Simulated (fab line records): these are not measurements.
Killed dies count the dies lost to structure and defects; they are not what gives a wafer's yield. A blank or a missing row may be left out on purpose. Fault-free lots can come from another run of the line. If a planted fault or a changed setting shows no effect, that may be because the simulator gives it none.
Chamber matching + flow n5_finfet + N5_BEOL_M11_CMP_52 on cmp-04: 4 sister chambers
The step polishes, stops on SiCOH lowk, t overpolish 7 s, target thk 140 nm. 4 wafers are shown with their chamber, then 9 later ones without.

## WAFERS WITH THEIR CHAMBER
| wafer  | chamber | motor_current_A (A) |
|--------|---------|---------------------|
| L083.5 | 0       | 7.0                 |
| L087.1 | 3       | 7.1                 |
| L087.3 | 2       | 6.0                 |
| L087.6 | 1       | 6.4                 |

## WAFERS WITHOUT THEIR CHAMBER
| wafer  | motor_current_A (A) |
|--------|---------------------|
| L086.1 | 5.7                 |
| L086.3 | 6.7                 |
| L086.5 | 6.2                 |
| L090.1 | 5.7                 |
| L090.3 | 6.1                 |
| L090.5 | 6.6                 |
| L092.2 | 7.0                 |
| L092.3 | 7.0                 |
| L092.6 | 7.2                 |

## WHICH CHAMBER EACH ONE RAN IN
| wafer  | from the rows above               | in truth |
|--------|-----------------------------------|----------|
| L086.1 | can't be placed: 2 or 1           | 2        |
| L086.3 | can't be placed: 0 or 1 or 3 or 2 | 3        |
| L086.5 | can't be placed: 1 or 2           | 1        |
| L090.1 | can't be placed: 2 or 1           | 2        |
| L090.3 | can't be placed: 2 or 1           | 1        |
| L090.5 | can't be placed: 1 or 0 or 3 or 2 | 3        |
| L092.2 | can't be placed: 0 or 3           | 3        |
| L092.3 | can't be placed: 0 or 3           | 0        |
| L092.6 | can't be placed: 3 or 0           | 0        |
Correct placement for 0 of the 9. Can't be placed from these rows: 9 (the true chamber is among the candidates in 9). 0 placed wrongly.
How it was worked out, from the rows above alone: a wafer's distance from a chamber is the root of the sum, over the readings, of the square of ((its reading less the chamber's mean) divided by the reading's scatter). If the next closest chamber is less than 2 further off than the closest, the wafer can't be placed; otherwise it belongs to the closest. The mean given for a chamber averages the wafers shown for that chamber. The scatter: with one shown wafer a chamber, the root of the mean of the squares of how far each hidden wafer lies from its nearest shown one.
